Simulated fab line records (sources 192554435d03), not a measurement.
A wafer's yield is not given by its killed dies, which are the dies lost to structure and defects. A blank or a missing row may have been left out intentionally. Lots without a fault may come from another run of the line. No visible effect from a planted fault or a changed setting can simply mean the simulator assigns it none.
fab line records	flow n5Finfet
[record] lots = 7	wafers = 39
route steps=1938 shown DUMMY_GATE@221 SD_EPI_P@321 GATE_CUT@510 MOL_CONTACT_COAG@615 BEOL_M6@1240 BEOL_M11@1592 BEOL_M12@1649
startH: hours from the record's opening day to when the first of the lot's shown wafers began	waitH: how many hours have passed since the lot's step before this one	" the same as in the row above	L1.1+2: a single row standing in for several wafers	- no value, or no start given	* or withheld: withheld	< > ~ a bound
route shown NAME@n: NAME is a module with steps in the file, n the number in the route of the first one	usual: average and standard deviation across the fault-free wafers	same: alike in all rows	chamber/n: place in a boat	sites: readings site by site	_std_site: standard deviation of those values	_edge_site: the outer-site mean with the inner-site mean subtracted	radiusMm: how far each site lies from the wafer's centre	mask NAME#n: copy n	behind: the tool/chamber that last shaped the wafer	hold: why the lot was held/for how many hours/how that ended	device: whichever transistor did not switch (one of n, p or np)	end of line: the route-end tests of the same wafers	for a step that has no rows: nothing shown but its recipe	killed: dies lost to structure and defects at the first sort, not the wafer's yield	map: dies across one wafer; x = killed, . = not, _ = none there
set.NAME: the setting that was run; set.NAME@STEP: the one run at that earlier step	model.NAME: the simulator's own value behind a step, which no gauge read
lots run with intentionally changed settings; tables by step, rows by wafer
[[steps]]
[step N5_DUMMY_GATE_PECVD_30]
[recipe] material = SiO2	targetThkA = 550	tempC = 400	precursor = TEOS/O2	pressureTorr = 6.5	rfW = withheld	teosFlowSccm = withheld	gas = O2	flowSccm = 2650	timeS = 10.8
lot.wafer	tool	chamber	startH	waitH	set.timeS	model.SiO2_of_DUMMY_GATE_PECVD_30.thkNm
L074.1	pecvd-01	0	46.67	0.0	8.606	43.4
L074.2	"	1	"	"	10.8	54.6
L074.3	"	0	"	"	10.8	55.2
L074.4	"	1	"	"	8.606	45.2
L074.5	"	0	"	"	10.8	55
L074.6	"	1	"	"	8.606	45.6
L083.1	pecvd-03	1	100.86	0.0	5.983	31.2
L083.2	"	0	"	"	5.983	31
L083.3	"	2	"	"	10.8	56
L083.4	"	0	"	"	5.983	32
L083.5	"	1	"	"	10.8	55.8
L083.6	"	2	"	"	10.8	56.6
L084.1	pecvd-01	1	110.54	0.0	6.765	35.6
L084.2+5	"	2,0	"	"	6.765	35.8
L084.3	"	0	"	"	10.8	55.2
L084.4	"	2	"	"	10.8	56.2
L084.6	"	1	"	"	10.8	56.6
L086.1	pecvd-03	1	119.29	0.0	10.8	54.2
L086.2	"	2	"	"	17.1	84.8
L086.3	"	0	"	"	10.8	55.4
L086.4	"	0	"	"	17.1	86.2
L086.5	"	2	"	"	10.8	57
L086.6	"	1	"	"	17.1	85.6
L088.1	pecvd-02	1	130.71	0.0	10.8	54.6
L088.2	"	0	"	"	10.8	53.4
L088.3	"	2	"	"	10.8	55.2
L088.4	"	1	"	"	5.826	31
L088.5	"	0	"	"	5.826	30.8
L088.6	"	2	"	"	5.826	31.8
L091.1	pecvd-03	2	150.76	0.1	7.63	39
L091.2	"	1	"	"	10.8	54.6
L091.3	"	0	"	"	10.8	53.6
L091.4	"	1	"	"	7.63	39.8
L091.5	"	0	"	"	7.63	40.2
L091.6	"	2	"	"	10.8	54.8
L094.4	pecvd-01	1	166.22	0.1	10.8	54.8
L094.5	"	2	"	"	10.8	55
L094.6	"	1	"	"	10.8	55.2
[step N5_SD_EPI_P_EPI_21]
[recipe] material = SiGe:B	dopant = B	tempC = 550	pressureTorr = 20	ambient = H2	timeS = 355
lot.wafer	tool	chamber	startH	waitH	set.timeS	model.SiGe-B_of_SD_EPI_P_EPI_21.thkNm
L074.1+3+4	epiRpcvd-01	0	55.26	0.2	355	61.4
L074.2+5	"	0	"	"	355	61.6
L074.6	"	0	57.66	2.4	355	61.8
L083.1	epiRpcvd-04	0	109.96	0.3	355	61
L083.2+5	"	0	"	"	455.5	71.4
L083.3	"	0	"	"	355	60.4
L083.4	"	0	"	"	455.5	72
L083.6	"	0	"	"	355	60.6
L084.1	epiRpcvd-01	0	119.67	0.1	355	62
L084.2	"	0	"	"	472.8	75.8
L084.3	"	0	"	"	472.8	75
L084.4+5	"	0	"	"	355	62.4
L084.6	"	0	"	"	472.8	74.8
L086.1	epiRpcvd-04	0	128.26	0.3	355	60
L086.2	"	0	"	"	355	61.2
L086.3	"	0	"	"	242.2	45
L086.4	"	0	"	"	242.2	44.8
L086.5	"	0	"	"	242.2	44.4
L086.6	"	0	"	"	355	60.8
L088.1	epiRpcvd-04	0	141.72	0.4	355	60.6
L088.2	"	0	"	"	355	60.8
L088.3+4+5	"	0	"	"	176.7	32.8
L088.6	"	0	145.99	4.3	355	60.4
L091.1+3	epiRpcvd-03	0	159.99	0.2	355	60.4
L091.2	"	0	"	"	244.1	44.4
L091.4	"	0	"	"	355	59.8
L091.5	"	0	"	"	244.1	44.8
L091.6	"	0	"	"	244.1	44.6
L094.4+6	epiRpcvd-04	0	180.40	2.0	355	60
L094.5	"	0	"	"	355	60.2
[step N5_SD_EPI_P_EPI_MEAS_23]
[recipe] mode = xrd
[usual] thkNm = 60.7/1.2
lot.wafer	tool	chamber	startH	waitH	set.timeS@SD_EPI_P_EPI_21	thkNm
L074.1	filmMetro-01	-	58.18	2.4	355	61.7
L074.2	"	-	"	"	355	62.7
L074.3	"	-	"	"	355	62.5
L074.4	"	-	"	"	355	62.0
L074.5	"	-	"	"	355	60.7
L074.6	"	-	"	"	355	60.9
L083.1	filmMetro-02	-	112.88	2.4	355	62.5
L083.2	"	-	"	"	455.5	71.9
L083.3	"	-	"	"	355	59.3
L083.4	"	-	"	"	455.5	71.2
L083.5	"	-	"	"	455.5	70.9
L083.6	"	-	"	"	355	59.2
L084.1	filmMetro-01	-	121.86	1.8	355	60.4
L084.2	"	-	"	"	472.8	74.0
L084.3	"	-	"	"	472.8	73.7
L084.4	"	-	"	"	355	60.7
L084.5	"	-	"	"	355	63.0
L084.6	"	-	"	"	472.8	74.5
L086.1	filmMetro-01	-	132.13	3.2	355	61.7
L086.2	"	-	"	"	355	59.9
L086.3	"	-	"	"	242.2	46.3
L086.4	"	-	"	"	242.2	43.9
L086.5	"	-	"	"	242.2	45.6
L086.6	"	-	"	"	355	59.5
L088.1	filmMetro-01	-	146.88	4.3	355	60.5
L088.2	"	-	"	"	355	60.4
L088.3	"	-	"	"	176.7	32.0
L088.4	"	-	"	"	176.7	32.0
L088.5	"	-	"	"	176.7	33.6
L088.6	"	-	"	"	355	59.5
L091.1	filmMetro-02	-	162.91	2.4	355	59.9
L091.2	"	-	"	"	244.1	42.4
L091.3	"	-	"	"	355	61.9
L091.4	"	-	"	"	355	59.7
L091.5	"	-	"	"	244.1	44.6
L091.6	"	-	"	"	244.1	44.9
L094.4	filmMetro-01	-	182.36	1.3	355	59.5
L094.5	"	-	"	"	355	61.2
L094.6	"	-	"	"	355	59.8
[step N5_SD_EPI_P_HM_STRIP_48]
[recipe] chemistry = H3PO4	tempC = 160	material = SiNx	target = SiNx	targetDepthA = 30	overetchFraction = 0.3
[step N5_SD_EPI_P_SRD_49]
[recipe] dry = ipaMarangoni	timeS = 30	tempC = 23	rinseLiquid = diw
[step N5_SD_EPI_P_PRECLEAN_24]
[recipe] chemistry = O3/DIW	timeS = 45	tempC = 22	o3Ppm = 10
lot.wafer	tool	chamber	startH	waitH	set.timeS@SD_EPI_P_EPI_21	model.SiGe-B_of_SD_EPI_P_EPI_21.thkNm
L074.1+3+4	wetBench-04	2,1,0	58.29	0.0	355	61
L074.2+5	"	7,6	"	"	355	61.2
L074.6	"	3	"	"	355	61.4
L083.1	wetBench-04	7	112.98	0.0	355	60.4
L083.2	"	0	"	"	455.5	71
L083.3	"	4	"	"	355	60
L083.4	"	1	"	"	455.5	71.4
L083.5	"	3	"	"	455.5	70.8
L083.6	"	2	"	"	355	60.2
L084.1	wetBench-03	0	121.97	0.0	355	61.4
L084.2	"	1	"	"	472.8	75.2
L084.3+6	"	4,7	"	"	472.8	74.4
L084.4	"	2	"	"	355	61.8
L084.5	"	3	"	"	355	62
L086.1	wetBench-03	1	132.24	0.0	355	59.6
L086.2	"	3	"	"	355	60.6
L086.3	"	7	"	"	242.2	44.8
L086.4	"	2	"	"	242.2	44.6
L086.5	"	4	"	"	242.2	44.2
L086.6	"	0	"	"	355	60.4
L088.1	wetBench-03	6	146.99	0.0	355	60.2
L088.2	"	1	"	"	355	60.4
L088.3	"	0	"	"	176.7	32.4
L088.4+5	"	2,7	"	"	176.7	32.6
L088.6	"	3	"	"	355	60
L091.1	wetBench-06	4	163.03	0.0	355	60
L091.2	"	5	"	"	244.1	44
L091.3	"	2	"	"	355	59.8
L091.4	"	0	"	"	355	59.4
L091.5	"	1	"	"	244.1	44.4
L091.6	"	3	"	"	244.1	44.2
L094.4+5	wetBench-04	2,5	182.47	0.0	355	59.6
L094.6	"	6	"	"	355	59.4
[step N5_GATE_CUT_ALD_22]
[recipe] material = SiNx	targetThkA = 160	tempC = 400	aldPrecursorFamily = SiH2I2	aldCoReactant = N2/H2-plasma	pulseTimeS = 1	aldCycles = 320	purgeTimeS = 2	coReactantPurgeTimeS = 2	pressureTorr = 2
lot.wafer	tool	chamber	startH	waitH	set.aldCycles	model.SiNx_of_GATE_CUT_ALD_22.thkNm
L074.1+2+5	aldSin-02	0,1,0	86.77	2.2	320	16
L074.3	"	3	"	"	193	9.4
L074.4+6	"	2,3	"	"	193	9.6
L083.1+3	aldSin-01	1,3	139.94	0.0	371	18.6
L083.2	"	2	"	"	320	15.8
L083.4	"	2	"	"	371	18.4
L083.5+6	"	1,3	"	"	320	16
L084.1+2+3+5+6	aldSin-01	3,2,1,3,1	147.50	0.0	320	16
L084.4	"	2	"	"	320	15.8
L086.1+2+3+4+5+6	aldSin-02	3,1,0,2,1,0	158.19	0.0	320	16
L088.1+2+3+4+5+6	aldSin-04	2,0,1,3,3,2	174.40	0.5	320	16
L091.1+3	aldSin-01	1,3	189.55	0.4	241	12
L091.2+5	"	0,3	"	"	320	16
L091.4	"	2	"	"	320	15.8
L091.6	"	2	"	"	241	11.8
L094.4+5+6	aldSin-01	0,0,3	209.49	0.4	320	16
[step N5_GATE_CUT_CMP_23]
[recipe] stopOn = SiO2	tOverpolishS = 23.4	postCmpClean = alkalineBrush	downForcePsi = 2.5	platenRpm = 51.8	padVelocityMS = 1.0307	targetThkNm = 16
lot.wafer	tool	chamber	startH	waitH	set.aldCycles@GATE_CUT_ALD_22	model.SiNx_of_GATE_CUT_ALD_22.thkNm
L074.4+6	cmp-01	3,0	88.26	0.8	193	9.6
L074.3	"	0	"	"	193	9.4
L074.2+1+5	"	1,2,3	"	"	320	16
L083.2	cmp-03	1	141.42	0.8	320	15.8
L083.1	"	2	"	"	371	17
L083.3	"	3	"	"	371	17.8
L083.4	"	0	"	"	371	15
L083.5+6	"	1,2	"	"	320	16
L084.1+2+3+5+6	cmp-02	0,1,3,0,1	148.98	0.8	320	16
L084.4	"	2	"	"	320	15.8
L086.4+3+2+1+6+5	cmp-02	0,1,2,3,0,1	159.68	0.8	320	16
L088.4+3+2+1+5+6	cmp-01	1,2,3,0,1,2	175.89	0.8	320	16
L091.2+5	cmp-03	1,2	191.04	0.8	320	16
L091.3+1	"	2,3	"	"	241	12
L091.4	"	0	"	"	320	15.8
L091.6	"	1	"	"	241	11.8
L094.4+6+5	cmp-03	1,0,1	211.01	0.8	320	16
[step N5_MOL_CONTACT_COAG_VIA_ETCH_117]
[recipe] chemistry = C4F6/O2	targetDepthA = 400	overetchA = 80	maskMaterial = SOC	target = SiO2	biasW = 455	pressureMtorr = 10	timeS = 26	sourceW = 325	Ar_flow_sccm = 300	C4F6_flow_sccm = 10	O2_flow_sccm = 10	ionEnergyEv = 575.3	ends = endPoint
lot.wafer	tool	chamber	startH	waitH	set.targetDepthA	model.SOC_of_MOL_CONTACT_COAG_COAT_62.thkNm
L074.1+2	rieDiel-03	1,2	105.12	0.0	278.1	53.2
L074.3+6	"	0,1	"	"	400	51.6
L074.4	"	3	"	"	278.1	53
L074.5	"	0	"	"	400	51.8
L083.1	rieDiel-03	1	156.26	0.0	618.3	48.8
L083.2+3+6	"	3,0,3	"	"	400	51.6
L083.4+5	"	2	"	"	618.3	48.6
L084.1+6	rieDiel-04	1,0	162.91	0.0	400	51.8
L084.2	"	0	"	"	400	52
L084.3+4+5	"	3,2,3	"	"	573.7	50
L086.1+5	rieDiel-04	2	174.34	0.0	400	51.6
L086.2	"	3	"	"	400	51.8
L086.3	"	1	"	"	400	51.2
L086.4+6	"	0,1	"	"	400	51.4
L088.1	rieDiel-04	2	191.38	0.0	543.2	50
L088.2+5	"	0	"	"	543.2	49.6
L088.3+6	"	3	"	"	400	51.6
L088.4	"	1	"	"	400	51.2
L091.1	rieDiel-06	1	204.83	0.0	400	51.4
L091.2	"	3	"	"	400	51.2
L091.3	"	2	"	"	499.8	50
L091.4	"	0	"	"	499.8	50.4
L091.5	"	0	"	"	400	51.6
L091.6	"	3	"	"	499.8	50.2
L094.4+5	rieDiel-04	2,0	225.80	0.0	400	51.8
L094.6	"	3	"	"	400	52
[step N5_MOL_CONTACT_COAG_ETCH_124]
[recipe] chemistry = CH3F/O2	target = SiNx	targetDepthA = 65	maskMaterial = SOC	stopOn = SiOC	overEtchFrac = 0.3	ionEnergyEv = 120	pressureMtorr = 30	sourceW = 395	biasW = 73	Ar_flow_sccm = 150	CH3F_flow_sccm = 30	O2_flow_sccm = 20	ends = endPoint
lot.wafer	tool	chamber	startH	waitH	set.targetDepthA@MOL_CONTACT_COAG_VIA_ETCH_117	model.SOC_of_MOL_CONTACT_COAG_COAT_62.thkNm	model.etch.depthNm
L074.1	rieDiel-03	1	105.15	0.0	278.1	50	5.065
L074.2	"	2	"	"	278.1	50	4.99
L074.3	"	0	"	"	400	48.4	4.981
L074.4	"	3	"	"	278.1	50	5.005
L074.5	"	0	"	"	400	48.6	4.998
L074.6	"	1	"	"	400	48.4	5.054
L083.1	rieDiel-03	1	156.29	0.0	618.3	45.8	3.577
L083.2	"	3	"	"	400	48.4	5.018
L083.3	"	0	"	"	400	48.4	5.022
L083.4	"	2	"	"	618.3	45.6	3.586
L083.5	"	2	"	"	618.3	45.6	3.578
L083.6	"	3	"	"	400	48.4	5.013
L084.1	rieDiel-04	1	162.94	0.0	400	48.6	4.962
L084.2	"	0	"	"	400	48.8	5.04
L084.3	"	3	"	"	573.7	46.8	3.853
L084.4	"	2	"	"	573.7	47	3.873
L084.5	"	3	"	"	573.7	47	3.869
L084.6	"	0	"	"	400	48.6	4.987
L086.1	rieDiel-04	2	174.36	0.0	400	48.6	5.024
L086.2	"	3	"	"	400	48.6	4.965
L086.3	"	1	"	"	400	48.2	4.973
L086.4	"	0	"	"	400	48.4	4.956
L086.5	"	2	"	"	400	48.6	4.971
L086.6	"	1	"	"	400	48.4	4.975
L088.1	rieDiel-04	2	191.41	0.0	543.2	47	4.06
L088.2	"	0	"	"	543.2	46.4	4.079
L088.3	"	3	"	"	400	48.6	4.946
L088.4	"	1	"	"	400	48	5.003
L088.5	"	0	"	"	543.2	46.6	4.032
L088.6	"	3	"	"	400	48.6	4.997
L091.1	rieDiel-06	1	204.86	0.0	400	48.2	5.006
L091.2	"	3	"	"	400	48.2	5.016
L091.3	"	2	"	"	499.8	47	4.325
L091.4	"	0	"	"	499.8	47.4	4.348
L091.5	"	0	"	"	400	48.6	5.004
L091.6	"	3	"	"	499.8	47	4.328
L094.4	rieDiel-04	2	225.82	0.0	400	48.8	4.977
L094.5	"	0	"	"	400	48.6	4.979
L094.6	"	3	"	"	400	49	5.007
[step N5_MOL_CONTACT_COAG_ETCH_48]
[recipe] chemistry = C4F6/O2	targetDepthA = 150	overetchA = 45	maskMaterial = SOC	target = SiOC	biasW = 465	pressureMtorr = 10	timeS = 17	sourceW = 335	Ar_flow_sccm = 300	C4F6_flow_sccm = 10	O2_flow_sccm = 10	ionEnergyEv = 576
lot.wafer	tool	chamber	startH	waitH	set.targetDepthA@MOL_CONTACT_COAG_VIA_ETCH_117	model.SOC_of_MOL_CONTACT_COAG_COAT_62.thkNm
L074.1+2	rieDiel-03	1,2	105.19	0.0	278.1	47.4
L074.3+6	"	0,1	"	"	400	45.8
L074.4	"	3	"	"	278.1	47.2
L074.5	"	0	"	"	400	46
L083.1	rieDiel-03	1	156.33	0.0	618.3	43.2
L083.2+3+6	"	3,0,3	"	"	400	45.8
L083.4+5	"	2	"	"	618.3	43
L084.1+6	rieDiel-04	1,0	162.98	0.0	400	46
L084.2	"	0	"	"	400	46.2
L084.3	"	3	"	"	573.7	44.2
L084.4+5	"	2,3	"	"	573.7	44.4
L086.1+5	rieDiel-04	2	174.40	0.0	400	46
L086.2	"	3	"	"	400	46.2
L086.3	"	1	"	"	400	45.6
L086.4+6	"	0,1	"	"	400	45.8
L088.1	rieDiel-04	2	191.45	0.0	543.2	44.4
L088.2+5	"	0	"	"	543.2	43.8
L088.3+6	"	3	"	"	400	46
L088.4	"	1	"	"	400	45.6
L091.1	rieDiel-06	1	204.90	0.0	400	45.6
L091.2	"	3	"	"	400	45.4
L091.3	"	2	"	"	499.8	44.4
L091.4	"	0	"	"	499.8	44.8
L091.5	"	0	"	"	400	46
L091.6	"	3	"	"	499.8	44.2
L094.4	rieDiel-04	2	225.86	0.0	400	46.2
L094.5	"	0	"	"	400	46
L094.6	"	3	"	"	400	46.4
[step N5_BEOL_M6_ETCH_41]
[recipe] chemistry = CH3F/O2	target = SiCN	targetDepthA = 297	taperDeg = 2	timeS = 52	ionEnergyEv = 120	maskMaterial = TiN	pressureMtorr = 30	sourceW = 395	biasW = 75	Ar_flow_sccm = 150	CH3F_flow_sccm = 30	O2_flow_sccm = 20
lot.wafer	tool	chamber	startH	waitH	set.timeS	model.etch.depthNm
L074.1	rieDiel-06	3	-	-	38.18	14.71
L074.2	"	1	"	"	52	19.76
L074.3	"	0	"	"	52	19.36
L074.4	"	3	"	"	38.18	14.52
L074.5	"	1	"	"	38.18	14.43
L074.6	"	0	"	"	52	19.23
L083.1	rieDiel-06	0	-	-	52	19.28
L083.2	"	3	"	"	52	19.95
L083.3	"	2	"	"	52	20.21
L083.4	"	1	"	"	52	19.81
L083.5	"	0	"	"	52	19.52
L083.6	"	1	"	"	52	19.7
L084.1	rieDiel-04	1	-	-	52	19.47
L084.2	"	0	"	"	52	19.43
L084.3	"	3	"	"	21.45	7.91
L084.4	"	1	"	"	21.45	8.042
L084.5	"	3	"	"	52	19.41
L084.6	"	0	"	"	21.45	7.986
L086.1	rieDiel-06	2	-	-	52	20.33
L086.2	"	1	"	"	52	20
L086.3	"	3	"	"	64.62	25.21
L086.4	"	0	"	"	64.62	24.57
L086.5	"	2	"	"	52	20.24
L086.6	"	1	"	"	64.62	24.91
L091.1	rieDiel-04	3	-	-	52	19.13
L091.2	"	0	"	"	73.27	27.22
L091.3	"	1	"	"	52	19.35
L091.4	"	2	"	"	52	19.57
L091.5	"	2	"	"	73.27	27.73
L091.6	"	3	"	"	73.27	27.19
L088.1	rieDiel-06	2	-	-	52	20.11
L088.2	"	0	"	"	32.97	12.36
L088.3	"	1	"	"	32.97	12.62
L088.4	"	3	"	"	32.97	12.76
L088.5	"	0	"	"	52	19.54
L088.6	"	3	"	"	52	20.16
L094.4	rieDiel-04	2	-	-	52	19.26
L094.5	"	0	"	"	52	19.02
L094.6	"	3	"	"	52	19.05
[step N5_BEOL_M11_CVD_75]
[recipe] material = Co	targetThkA = 20	tempC = withheld	precursor = CCTBA/H2	pressureTorr = 30	timeS = 138.9
lot.wafer	tool	chamber	startH	waitH	set.targetThkA	model.Co_of_BEOL_M11_CVD_75.thkNm
L074.1+3	cvdCo-01	1,0	268.12	0.1	20	2
L074.2	"	2	"	"	20	1.8
L074.4+5	"	0,2	"	"	31.83	3
L074.6	"	1	"	"	31.83	3.2
L083.1	cvdCo-01	2	326.64	0.1	20	1.8
L083.2	"	0	"	"	20	2
L083.3	"	1	"	"	20	2.2
L083.4+5	"	1,2	"	"	28.06	2.8
L083.6	"	0	"	"	28.06	3
L084.1+6	cvdCo-02	1,2	332.80	0.0	20	1.8
L084.2+3	"	2,0	"	"	20	2
L084.4+5	"	1,0	"	"	20	2.2
L086.1	cvdCo-02	0	340.58	0.1	20	2.2
L086.2+4	"	2	"	"	12.75	1.2
L086.3+5	"	1	"	"	20	2
L086.6	"	0	"	"	12.75	1.4
L091.1+2+5	cvdCo-01	2,0,0	370.15	0.1	25.67	2.6
L091.3+4+6	"	1,1,2	"	"	20	2
L088.1+2+4	cvdCo-01	2,1,0	371.45	0.2	20	2
L088.3+5+6	"	0,1,2	"	"	25.97	2.6
L094.4+6	cvdCo-01	2,1	385.35	0.3	20	2
L094.5	"	0	"	"	20	2.2
[step N5_BEOL_M12_SPUTTER_44]
[recipe] material = Ta	targetThkA = 100	tempC = 50	biasV = 80	powerW = 15000	chamberPressurePa = 0.07	timeS = 16.13
lot.wafer	tool	chamber	startH	waitH	set.targetThkA	model.Ta_of_BEOL_M12_SPUTTER_44.thkNm
L074.1+6	pvdSputter-01	-	275.08	0.0	60.27	5.8
L074.2	"	-	"	"	60.27	6
L074.3	"	-	"	"	100	9.8
L074.4+5	"	-	"	"	100	10
L083.1+2+3+5+6	pvdSputter-01	-	332.18	0.0	100	10
L083.4	"	-	"	"	100	9.8
L084.1+2	pvdSputter-03	-	337.84	0.0	100	10.2
L084.3	"	-	"	"	100	10.4
L084.4	"	-	"	"	119.1	12
L084.5	"	-	"	"	119.1	12.4
L084.6	"	-	"	"	119.1	12.2
L086.1+3	pvdSputter-02	-	346.75	0.0	100	9.8
L086.2+4+5	"	-	"	"	61.55	6
L086.6	"	-	"	"	100	10
L091.1+2+4+5+6	pvdSputter-01	-	375.15	0.0	100	10.2
L091.3	"	-	"	"	100	10.4
L088.1	pvdSputter-03	-	377.67	0.0	100	9.8
L088.2	"	-	"	"	100	10.2
L088.3	"	-	"	"	100	9.6
L088.4+5+6	"	-	"	"	100	10
L094.4+5+6	pvdSputter-01	-	397.46	0.0	100	10
[step N5_BEOL_M12_SPUTTER_45]
[recipe] material = Cu	targetThkA = 800	tempC = -20	biasV = 60	powerW = 26000	chamberPressurePa = 0.13	timeS = 13.33
[step N5_BEOL_M12_ECD_47]
[recipe] material = Cu	targetThkA = 7200
[step N5_BEOL_M12_ANNEAL_48]
[recipe] tempC = 225	timeS = 90	ambient = N2
[step N5_BEOL_M12_CMP_49]
[recipe] stopOn = SiOC	tOverpolishS = 20.6	downForcePsi = 1	platenRpm = 50	clearingPlatenDownForcePsi = 1.5	clearingPlatenRpm = 50	postCmpClean = cuAlkaline	targetThkNm = 320	clearingPlatenPadVelocityMS = 0.99484	padVelocityMS = 0.99484
[usual] barrierFieldEndpointS = 30.0/0.99
lot.wafer	tool	chamber	startH	waitH	set.targetThkA@BEOL_M12_SPUTTER_44	barrierFieldEndpointS
L074.1	cmp-04	0	275.72	0.3	60.27	24.2
L074.3	"	1	"	"	100	28.8
L074.4	"	2	"	"	100	29.8
L074.2	"	3	"	"	60.27	24.8
L074.5	"	0	"	"	100	28.7
L074.6	"	1	"	"	60.27	24.3
L083.1	cmp-03	0	333.28	0.3	100	30.2
L083.2	"	1	"	"	100	30.2
L083.4	"	2	"	"	100	30.7
L083.3	"	3	"	"	100	31.8
L083.6	"	0	"	"	100	29.7
L083.5	"	1	"	"	100	30.8
L084.1	cmp-04	3	338.63	0.4	100	29.9
L084.4	"	0	"	"	119.1	31.6
L084.2	"	1	"	"	100	29.3
L084.3	"	2	"	"	100	29.9
L084.5	"	3	"	"	119.1	32.6
L084.6	"	0	"	"	119.1	30.5
L086.2	cmp-04	0	347.61	0.2	61.55	23.9
L086.3	"	1	"	"	100	28.4
L086.1	"	2	"	"	100	29.1
L086.4	"	3	"	"	61.55	25.1
L086.5	"	0	"	"	61.55	23.5
L086.6	"	1	"	"	100	28.8
L091.3	cmp-03	1	375.83	0.2	100	31.1
L091.2	"	2	"	"	100	31.2
L091.1	"	3	"	"	100	31.1
L091.4	"	0	"	"	100	29.9
L091.6	"	1	"	"	100	30.7
L091.5	"	2	"	"	100	30.4
L088.3	cmp-04	2	378.61	0.2	100	29.8
L088.4	"	3	"	"	100	30.4
L088.2	"	0	"	"	100	29.3
L088.1	"	1	"	"	100	29.9
L088.6	"	2	"	"	100	29.6
L088.5	"	3	"	"	100	30.5
L094.4	cmp-02	3	398.34	0.2	100	30.7
L094.6	"	2	"	"	100	30.8
L094.5	"	3	"	"	100	30.9
[[key]]
[split] step = N5_DUMMY_GATE_PECVD_30	setting = timeS	stated = 10.8	by = wafer
[response] step = N5_DUMMY_GATE_PECVD_30	reading = model.SiO2_of_DUMMY_GATE_PECVD_30.thkNm	change = +0.522	per = 1%	r = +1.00
[split] step = N5_SD_EPI_P_EPI_21	setting = timeS	stated = 355	by = wafer
[response] step = N5_SD_EPI_P_EPI_21	reading = model.SiGe-B_of_SD_EPI_P_EPI_21.thkNm	change = +0.488	per = 1%	r = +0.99
[response] step = N5_SD_EPI_P_EPI_MEAS_23	reading = thkNm	change = *	per = 1%	r = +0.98
[response] step = N5_SD_EPI_P_PRECLEAN_24	reading = model.SiGe-B_of_SD_EPI_P_EPI_21.thkNm	change = +0.485	per = 1%	r = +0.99
[split] step = N5_GATE_CUT_ALD_22	setting = aldCycles	stated = 320	by = wafer
[response] step = N5_GATE_CUT_ALD_22	reading = model.SiNx_of_GATE_CUT_ALD_22.thkNm	change = +0.163	per = 1%	r = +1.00
[response] step = N5_GATE_CUT_CMP_23	reading = model.SiNx_of_GATE_CUT_ALD_22.thkNm	change = +0.15	per = 1%	r = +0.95
[split] step = N5_MOL_CONTACT_COAG_VIA_ETCH_117	setting = targetDepthA	stated = 400	by = wafer
[response] step = N5_MOL_CONTACT_COAG_VIA_ETCH_117	reading = model.SOC_of_MOL_CONTACT_COAG_COAT_62.thkNm	change = -0.0491	per = 1%	r = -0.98
[response] step = N5_MOL_CONTACT_COAG_ETCH_124	reading = model.SOC_of_MOL_CONTACT_COAG_COAT_62.thkNm	change = -0.0472	per = 1%	r = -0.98
[response] step = N5_MOL_CONTACT_COAG_ETCH_124	reading = model.etch.depthNm	shape = bent	atLowest = 5.02	atStated = 4.995	atHighest = 3.58
[response] step = N5_MOL_CONTACT_COAG_ETCH_48	reading = model.SOC_of_MOL_CONTACT_COAG_COAT_62.thkNm	change = -0.0475	per = 1%	r = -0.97
[split] step = N5_BEOL_M6_ETCH_41	setting = timeS	stated = 52	by = wafer
[response] step = N5_BEOL_M6_ETCH_41	reading = model.etch.depthNm	change = +0.195	per = 1%	r = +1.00
[split] step = N5_BEOL_M11_CVD_75	setting = targetThkA	stated = 20	by = wafer
[response] step = N5_BEOL_M11_CVD_75	reading = model.Co_of_BEOL_M11_CVD_75.thkNm	change = +0.0204	per = 1%	r = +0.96
[split] step = N5_BEOL_M12_SPUTTER_44	setting = targetThkA	stated = 100	by = wafer
[response] step = N5_BEOL_M12_SPUTTER_44	reading = model.Ta_of_BEOL_M12_SPUTTER_44.thkNm	change = +0.101	per = 1%	r = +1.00
[response] step = N5_BEOL_M12_CMP_49	reading = barrierFieldEndpointS	change = +0.117	per = 1%	r = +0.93
